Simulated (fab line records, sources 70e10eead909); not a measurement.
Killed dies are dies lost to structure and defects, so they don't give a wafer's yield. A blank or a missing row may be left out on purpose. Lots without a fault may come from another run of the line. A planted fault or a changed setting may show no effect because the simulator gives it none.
fab line records | flow nand_harc
record lots=12 wafers=36 last_day=24
route steps=1159 shown P_M1@306 P_M2@323 END@1159
lots that met no fault: from a run of the same line without faults
start_h: hours from the record's first day to the start of the lot's first wafer shown | wait_h: hours since the lot's step before | " the same as in the row above | L1.1+2: a row that stands for several wafers | - no value, or no start given | * or withheld: withheld | < > ~ a bound
route shown NAME@n: a module of which the file shows steps, and the number in the route of the first | usual: mean/standard deviation of fault-free wafers | same: alike in all rows | chamber/n: place in a boat | sites: the reading at each site | _std_site: their standard deviation | _edge_site: outer sites' mean less inner sites' | radius_mm: how far each site lies from the wafer's centre | mask NAME#n: copy n | behind: the tool/chamber that last shaped the wafer | hold: why the lot was held/for how many hours/how that ended | device: the transistor (n, p or np) that didn't switch | end of line: the same wafers' tests at the end of the route | a step without rows: its recipe alone | killed: dies lost to structure and defects at the first sort, not the wafer's yield | map: a wafer's dies, x killed, . not, _ none there
set.NAME: the setting as run; set.NAME@STEP: as run at that earlier step | model.NAME: the simulator's own value behind a step, which no gauge read
steps of the route over a sample of lots; a table a step, a row a wafer
services: from which hour (start_h, from the record's first day; less than 0 if before it) a tool's chamber was out of use, for how many hours, and why
## steps
# step NHARC_P_M1_PRE_CLEAN_30
# recipe time_s=30 temp_c=280 gas=H2/He
# usual heater_power_w=402/44
# same time_s=30
# columns lot.wafer tool chamber start_h wait_h heater_power_w
L649.1 pvd_sputter-01 - - - 400
L649.2 " - " " 441
L649.6 " - " " 414
L652.1 pvd_sputter-03 - - - 337
L652.6 " - " " 441
L652.5 " - " " 386
L654.4 pvd_sputter-03 - - - 439
L654.3 " - " " 398
L654.1 " - " " 334
L655.3 pvd_sputter-03 - - - 334
L655.5 " - " " 399
L655.6 " - " " 334
L657.1 pvd_sputter-03 - - - 411
L657.2 " - " " 339
L657.3 " - " " 442
L659.4 pvd_sputter-01 - - - 450
L659.2 " - " " 441
L659.6 " - " " 491
L658.4 pvd_sputter-02 - - - 354
L658.1 " - " " 451
L658.6 " - " " 331
L663.4 pvd_sputter-01 - - - 426
L663.5 " - " " 406
L663.6 " - " " 451
L660.2 pvd_sputter-03 - - - 398
L660.4 " - " " 346
L660.1 " - " " 449
L664.1 pvd_sputter-03 - - - 400
L664.2 " - " " 345
L664.5 " - " " 442
L669.2 pvd_sputter-02 - - - 389
L669.1 " - " " 316
L669.6 " - " " 432
L671.1 pvd_sputter-02 - - - 443
L671.2 " - " " 383
L671.4 " - " " 380
# step NHARC_P_M1_PVD_21
# recipe target_thk_a=300 chamber_pressure_pa=5 power_w=5000 substrate_temp_c=30 time_s=20.49 material=Cu
# usual substrate_temp_c=30.00/0.099 throttle_valve_pct=30.0/0.81
# same time_s=20.49
# columns lot.wafer tool chamber start_h wait_h substrate_temp_c throttle_valve_pct
L649.2 pvd_sputter-01 - - - 30.04 30.4
L649.1 " - " " 29.90 29.6
L649.6 " - " " 30.10 30.0
L652.1 pvd_sputter-03 - - - 30.05 29.5
L652.6 " - " " 30.23 29.0
L652.5 " - " " 29.86 31.6
L654.1 pvd_sputter-03 - - - 29.99 28.9
L654.4 " - " " 29.88 29.8
L654.3 " - " " 29.96 29.6
L655.3 pvd_sputter-03 - - - 30.08 29.9
L655.6 " - " " 29.85 31.6
L655.5 " - " " 30.08 29.9
L657.1 pvd_sputter-03 - - - 29.81 29.4
L657.2 " - " " 29.90 29.2
L657.3 " - " " 29.77 31.4
L659.2 pvd_sputter-01 - - - 29.90 30.9
L659.4 " - " " 29.92 28.9
L659.6 " - " " 30.13 29.9
L658.1 pvd_sputter-02 - - - 29.90 28.9
L658.4 " - " " 30.12 29.9
L658.6 " - " " 29.93 29.9
L663.4 pvd_sputter-01 - - - 29.93 30.0
L663.5 " - " " 29.94 28.9
L663.6 " - " " 29.91 30.7
L660.1 pvd_sputter-03 - - - 29.89 31.6
L660.4 " - " " 30.21 29.6
L660.2 " - " " 29.98 29.2
L664.1 pvd_sputter-03 - - - 29.95 31.6
L664.2 " - " " 30.14 30.1
L664.5 " - " " 29.99 29.5
L669.1 pvd_sputter-02 - - - 29.98 30.8
L669.2 " - " " 30.15 29.0
L669.6 " - " " 29.86 29.6
L671.2 pvd_sputter-02 - - - 30.11 30.6
L671.4 " - " " 30.11 29.5
L671.1 " - " " 30.08 29.4
# step NHARC_P_M2_SOFTBAKE_04
# recipe temp_c=105 time_s=55
# usual heater_power_total_W=188.44/0.13
# columns lot.wafer tool chamber start_h wait_h heater_power_total_W
L649.1 litho_track-01 0 126 - 188.25
L649.2 " 0 " " 188.71
L649.6 " 0 " " 188.62
L652.1 litho_track-01 0 152 - 188.33
L652.5 " 0 " " 188.63
L652.6 " 0 " " 188.35
L654.1 litho_track-04 0 157 - 188.68
L654.3 " 0 " " 188.39
L654.4 " 0 " " 188.79
L655.3 litho_track-06 0 158 - 188.53
L655.5 " 0 " " 188.49
L655.6 " 0 " " 188.53
L657.1 litho_track-04 0 171 - 188.65
L657.2 " 0 " " 188.36
L657.3 " 0 " " 188.38
L659.2 litho_track-01 0 177 - 188.57
L659.4 " 0 " " 188.51
L659.6 " 0 " " 188.42
L658.1 litho_track-04 0 177 - 188.41
L658.4 " 0 " " 188.32
L658.6 " 0 " " 188.38
L663.4 litho_track-06 0 204 - 188.48
L663.5 " 0 " " 188.37
L663.6 " 0 " " 188.28
L660.1 litho_track-01 0 206 - 188.77
L660.2 " 0 " " 188.27
L660.4 " 0 " " 188.46
L664.1 litho_track-06 0 223 - 188.64
L664.2 " 0 " " 188.39
L664.5 " 0 " " 188.45
L669.1 litho_track-06 0 243 - 188.31
L669.2 " 0 " " 323.11
L669.6 " 0 " " 323.05
L671.1 litho_track-06 0 256 - 188.38
L671.2 " 0 " " 322.91
L671.4 " 0 " " 188.30
# step NHARC_P_M2_ETCH_35
# recipe target_depth_a=400 overetch_a=120 time_s=43.94 ion_energy_ev=200 n2_flow_sccm=150 h2_flow_sccm=150 ar_flow_sccm=0 rf_w=400 bias_w=150 chemistry=N2/H2
# usual drypump_motor_current_A=5.66/0.28 oes_product_au=1.001/0.0097 rf_vpp_V=429.6/2 showerhead_plenum_p_Torr=2.01/0.068 throttle_valve_pct=14.171/0.0096
# same time_s=43.94
# columns lot.wafer tool chamber start_h wait_h drypump_motor_current_A oes_product_au rf_hours_counter_h rf_vpp_V showerhead_plenum_p_Torr throttle_valve_pct
L649.2 rie_diel-03 1 126.75 0.1 5.63 0.999 22 430.5 2.07 14.172
L649.1 " 2 " " 5.88 1.006 24 433.8 2.15 14.170
L649.6 " 1 " " 5.64 1.000 - 433.1 2.07 14.184
L652.1 rie_diel-13 0 153.19 0.1 5.62 1.024 1 431.3 2.05 14.176
L652.6 " 1 " " 5.15 1.010 - 427.4 1.95 14.171
L652.5 " 2 " " 5.67 1.012 - 429.4 2.01 14.177
L654.3 rie_diel-13 3 158.54 0.1 5.78 1.006 2 431.9 2.08 14.159
L654.1 " 0 " " 5.61 1.015 2 431.5 2.05 14.167
L654.4 " 1 " " 5.13 0.995 2 428.4 1.95 14.184
L655.3 rie_diel-09 3 159.20 0.1 6.10 0.991 12 431.2 2.08 14.171
L655.6 " 0 " " 5.76 0.992 - 427.3 1.94 14.179
L655.5 " 1 " " 5.46 0.997 - 426.7 1.93 14.173
L657.1 rie_diel-13 2 172.67 0.1 5.68 1.001 2 430.8 2.01 14.163
L657.2 " 3 " " 5.78 0.998 2 431.2 2.08 14.171
L657.3 " 1 " " 5.15 0.995 2 427.9 1.95 14.180
L659.4 rie_diel-09 1 178.24 0.4 5.50 1.000 17 426.9 1.93 14.162
L659.2 " 3 " " 6.11 0.994 16 431.1 2.08 14.184
L659.6 " 1 " " 5.48 1.009 - 427.2 1.93 14.162
L658.4 rie_diel-13 2 178.54 0.1 5.67 1.016 2 427.4 2.01 14.197
L658.1 " 1 " " 5.14 1.006 2 428.6 1.95 14.179
L658.6 " 2 " " 5.67 1.019 - 429.5 2.01 14.189
L663.4 rie_diel-13 0 205.29 0.1 5.64 1.022 3 431.7 2.05 14.160
L663.6 " 0 " " 5.61 1.024 - 431.1 2.05 14.177
L663.5 " 1 " " 5.13 0.999 - 427.0 1.95 14.189
L660.1 rie_diel-13 0 206.83 0.1 5.66 1.014 3 430.4 2.05 14.167
L660.4 " 1 " " 5.11 0.990 3 426.7 1.95 14.172
L660.2 " 3 " " 5.78 1.007 3 432.0 2.08 14.178
L664.1 rie_diel-13 0 223.78 0.1 5.62 1.010 4 430.2 2.05 14.163
L664.2 " 1 " " 5.13 1.003 4 430.0 1.95 14.177
L664.5 " 3 " " 5.76 0.998 - 430.8 2.08 14.172
L669.2 rie_diel-13 0 244.06 0.1 5.63 1.011 5 431.2 2.05 14.166
L669.1 " 2 " " 5.69 1.000 5 428.5 2.01 14.177
L669.6 " 3 " " 5.79 0.995 - 432.6 2.08 14.162
L671.4 rie_diel-13 2 257.66 0.1 5.67 0.996 5 429.7 2.01 14.179
L671.2 " 3 " " 5.76 1.001 5 431.3 2.08 14.160
L671.1 " 1 " " 5.17 0.995 5 428.4 1.95 14.175
# step NHARC_END_SORT_01
# recipe temp_c=25
# usual defect_limited_yield=95.3/1.7 killed_at_array=28/11 killed_at_other=0.5/0.85 killed_at_periphery=2.7/1.9 killed_dies=32/12 killed_open=3.3/1.6 killed_short=2.1/1.5 sort_bin_2_pct=1.5/0.71 sort_bin_3_pct=0.25/0.23 sort_bin_4_pct=3.0/1.1 sort_n_pass=645/12 sort_rim_yield_pct=95/3.1 sort_yield_pct=95.3/1.7
# same gross_dies=677 sort_bin_5_pct[%]=0 sort_bin_6_pct[%]=0 sort_bin_7_pct[%]=0 sort_bin_8_pct[%]=0 sort_rim_n_gross=106.00
# columns lot.wafer tool chamber start_h wait_h defect_limited_yield[%] killed_at_array killed_at_other killed_at_periphery killed_dies killed_open killed_short sort_bin_2_pct[%] sort_bin_3_pct[%] sort_bin_4_pct[%] sort_n_pass sort_rim_yield_pct[%] sort_yield_pct[%]
L652.1 prober-01 0 480.53 2.5 97.2 15 0 4 19 6 1 0.6 0 2.2 658 95 97.2
L652.5 prober-01 0 483.72 3.7 96.2 24 0 2 26 3 2 1.2 0.15 2.5 651 93 96.2
L652.6 prober-01 0 484.52 4.0 96.6 20 0 3 23 1 2 0.6 0.15 2.7 654 96 96.6
L659.2 prober-01 0 513.71 2.8 96.2 22 3 1 26 7 1 1.5 0 2.4 651 98 96.2
L659.4 prober-01 0 515.31 3.4 97.0 18 1 1 20 4 1 0.4 0.44 2.1 657 99 97.0
L659.6 prober-01 0 516.91 4.0 97.0 16 3 1 20 2 0 0.6 0 2.4 657 99 97.0
L664.1 prober-01 0 556.25 2.5 96.9 16 3 2 21 2 3 0.4 0 2.7 656 98 96.9
L664.2 prober-01 0 557.05 2.8 97.8 14 0 1 15 3 1 0.4 0 1.8 662 100 97.8
L664.5 prober-01 0 559.44 3.7 96.9 18 0 3 21 5 3 1.0 0.15 1.9 656 98 96.9
L669.1 prober-01 0 564.01 2.5 93.4 43 0 2 45 4 3 2.7 0.44 3.5 632 89 93.4
L669.2 prober-01 0 564.82 2.8 91.9 53 0 2 55 5 3 1.9 0.30 5.9 622 90 91.9
L669.6 prober-01 0 568.06 4.1 93.8 40 0 2 42 3 0 1.3 0.74 4.1 635 93 93.8
L671.1 prober-01 0 579.48 2.4 92.6 46 0 4 50 4 2 3.2 0.15 4.0 627 95 92.6
L671.2 prober-01 0 580.27 2.7 92.3 51 1 0 52 0 1 1.6 0.30 5.8 625 99 92.3
L671.4 prober-01 0 581.85 3.4 93.9 41 0 0 41 0 1 2.1 0.30 3.7 636 93 93.9
# killed by level:class
L652.1 A_CHANNEL_HOLE_D1:chamber_film_flake=5 A_CONTACT:chamber_film_flake=3 P_M0:chamber_film_flake=2 A_STAIRCASE:chamber_film_flake=2 P_CONTACT:geometric_particle:open=1 P_M1:geometric_particle:short=1 A_SGD_CUT:geometric_particle:open=1 A_WL_FILL:geometric_particle:open=1
L652.5 A_CHANNEL_HOLE_D1:chamber_film_flake=11 A_BLC:chamber_film_flake=5 A_STAIRCASE:chamber_film_flake=2 A_CONTACT:chamber_film_flake=2 P_GATE:geometric_particle:short=1 P_GATE:geometric_particle:open=1 A_CHANNEL_HOLE_D1:geometric_particle:open=1 A_WL_FILL:geometric_particle:short=1
L652.6 A_BLC:chamber_film_flake=8 A_CHANNEL_HOLE_D1:chamber_film_flake=6 P_STI:chamber_film_flake=2 A_STAIRCASE:chamber_film_flake=2 A_CONTACT:chamber_film_flake=2 P_M1:geometric_particle:short=1 A_CHANNEL_FILL_D1:geometric_particle:short=1 A_CONTACT:geometric_particle:open=1
L659.2 A_CONTACT:chamber_film_flake=11 THIN_TSV:chamber_film_flake=3 A_M0:geometric_particle:open=2 A_CHANNEL_FILL_D1:chamber_film_flake=2 P_CONTACT:geometric_particle:open=1 A_ONON_D1:geometric_particle:open=1 A_CHANNEL_FILL_D1:geometric_particle:open=1 A_SGD_CUT:geometric_particle:short=1
L659.4 A_CHANNEL_HOLE_D1:chamber_film_flake=4 A_CHANNEL_FILL_D1:chamber_film_flake=4 A_CONTACT:chamber_film_flake=4 P_GATE:geometric_particle:open=1 A_CHANNEL_FILL_D1:geometric_particle:short=1 A_SGD_CUT:geometric_particle:open=1 A_CONTACT:geometric_particle:open=1 A_M0:geometric_particle:open=1
L659.6 A_CHANNEL_HOLE_D1:chamber_film_flake=4 A_CHANNEL_FILL_D1:chamber_film_flake=3 A_STAIRCASE:chamber_film_flake=3 A_CONTACT:chamber_film_flake=2 HYBRID_BOND:latent=2 A_ONON_D1:geometric_particle:open=1 A_CHANNEL_FILL_D1:geometric_particle:open=1 THIN_TSV:chamber_film_flake=1
L664.1 A_CHANNEL_HOLE_D1:chamber_film_flake=8 A_STAIRCASE:chamber_film_flake=3 A_CONTACT:chamber_film_flake=3 P_CONTACT:geometric_particle:open=1 A_ONON_D1:geometric_particle:short=1 A_WL_FILL:geometric_particle:short=1 STARTING-WAFER:geometric_particle:short=1 P_BONDPAD:chamber_film_flake=1
L664.2 A_CHANNEL_HOLE_D1:chamber_film_flake=4 A_STAIRCASE:chamber_film_flake=4 A_CONTACT:chamber_film_flake=2 P_CONTACT:geometric_particle:open=1 A_SGD_CUT:geometric_particle:short=1 A_CONTACT:geometric_particle:open=1 A_M0:geometric_particle:open=1 A_CHANNEL_FILL_D1:chamber_film_flake=1
L664.5 A_CHANNEL_HOLE_D1:chamber_film_flake=5 A_CONTACT:chamber_film_flake=5 A_CHANNEL_FILL_D1:geometric_particle:open=2 P_M0:geometric_particle:open=1 P_M2:geometric_particle:short=1 A_ONON_D1:geometric_particle:open=1 A_CHANNEL_FILL_D1:chamber_film_flake=1 A_SGD_CUT:geometric_particle:short=1
L669.1 A_SLIT:chamber_film_flake=17 A_CHANNEL_HOLE_D1:chamber_film_flake=13 A_STAIRCASE:chamber_film_flake=4 A_SGD_CUT:chamber_film_flake=2 P_CONTACT:geometric_particle:short=1 A_ONON_D1:geometric_particle:open=1 A_CHANNEL_FILL_D1:geometric_particle:open=1 A_WL_FILL:geometric_particle:short=1
L669.2 A_CHANNEL_HOLE_D1:chamber_film_flake=22 A_SLIT:chamber_film_flake=17 A_CHANNEL_FILL_D1:geometric_particle:open=2 A_CONTACT:geometric_particle:open=2 P_ZERO_WELL:chamber_film_flake=2 A_STAIRCASE:chamber_film_flake=2 A_CONTACT:chamber_film_flake=2 A_CHANNEL_FILL_D1:geometric_particle:short=1
L669.6 A_CHANNEL_HOLE_D1:chamber_film_flake=17 A_SLIT:chamber_film_flake=16 P_BONDPAD:chamber_film_flake=2 A_CONTACT:chamber_film_flake=2 A_SGD_CUT:geometric_particle:open=1 A_WL_FILL:geometric_particle:open=1 A_CONTACT:geometric_particle:open=1 A_ZERO_WELL:chamber_film_flake=1
L671.1 A_SLIT:chamber_film_flake=14 A_CHANNEL_HOLE_D1:chamber_film_flake=10 A_CONTACT:chamber_film_flake=7 A_BLC:chamber_film_flake=5 A_STAIRCASE:chamber_film_flake=4 A_M1:chamber_film_flake=2 P_GATE:geometric_particle:open=1 P_CONTACT:geometric_particle:open=1
L671.2 A_SLIT:chamber_film_flake=22 A_STAIRCASE:chamber_film_flake=8 A_CHANNEL_HOLE_D1:chamber_film_flake=6 A_BLC:chamber_film_flake=6 A_M1:chamber_film_flake=5 A_CONTACT:chamber_film_flake=4 STARTING-WAFER:geometric_particle:short=1
L671.4 A_SLIT:chamber_film_flake=19 A_CHANNEL_HOLE_D1:chamber_film_flake=8 A_STAIRCASE:chamber_film_flake=6 A_M1:chamber_film_flake=3 A_CHANNEL_FILL_D1:chamber_film_flake=2 A_CONTACT:chamber_film_flake=2 A_SGD_CUT:geometric_particle:short=1
## services
# columns tool chamber start_h hours kind
pvd_sputter-03 - 102.00 10.0 pm
pvd_sputter-01 - 102.13 0.6 repair
rie_diel-13 0 108.00 - clean
rie_diel-13 1 108.00 - clean
rie_diel-13 2 108.00 - clean
rie_diel-13 3 108.00 - clean
litho_track-06 - 117.00 7.0 pm
rie_diel-03 2 122.14 2.1 repair
rie_diel-13 0 132.50 - clean
rie_diel-13 1 132.50 - clean
rie_diel-13 2 132.50 - clean
rie_diel-13 3 132.50 - clean
litho_track-04 - 141.00 7.0 pm
rie_diel-13 0 157.00 - clean
rie_diel-13 1 157.00 - clean
pvd_sputter-01 - 158.00 10.0 pm
pvd_sputter-02 - 204.09 1.2 repair
rie_diel-09 - 207.42 1.3 repair
pvd_sputter-02 - 211.80 0.9 repair
pvd_sputter-02 - 214.02 10.0 pm
rie_diel-03 - 215.40 9.0 pm
rie_diel-03 2 233.58 4.2 repair
rie_diel-09 0 247.57 4.4 repair
rie_diel-09 - 254.40 9.0 pm
## key
first_sign step=NHARC_P_M2_SOFTBAKE_04 reading=heater_power_total_W direction=up sigmas=99+ usual=* struck=*
effect none on later readings
met_at NHARC_P_M2_SOFTBAKE_04
struck_lots L669,L671
struck_wafers L669.2,L669.6,L671.2
not_acting_at NHARC_P_M1_PRE_CLEAN_30,NHARC_P_M1_PVD_21,NHARC_P_M2_ETCH_35
onset_between 223 243
fault kind=process_parameter_drift tool=litho_track-06 chamber=- onset_h=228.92 steps=NHARC_P_M2_SOFTBAKE_04 channel=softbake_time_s offset=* shape=step end_h=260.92 scope=struck_wafers_only acts_in=* stated=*
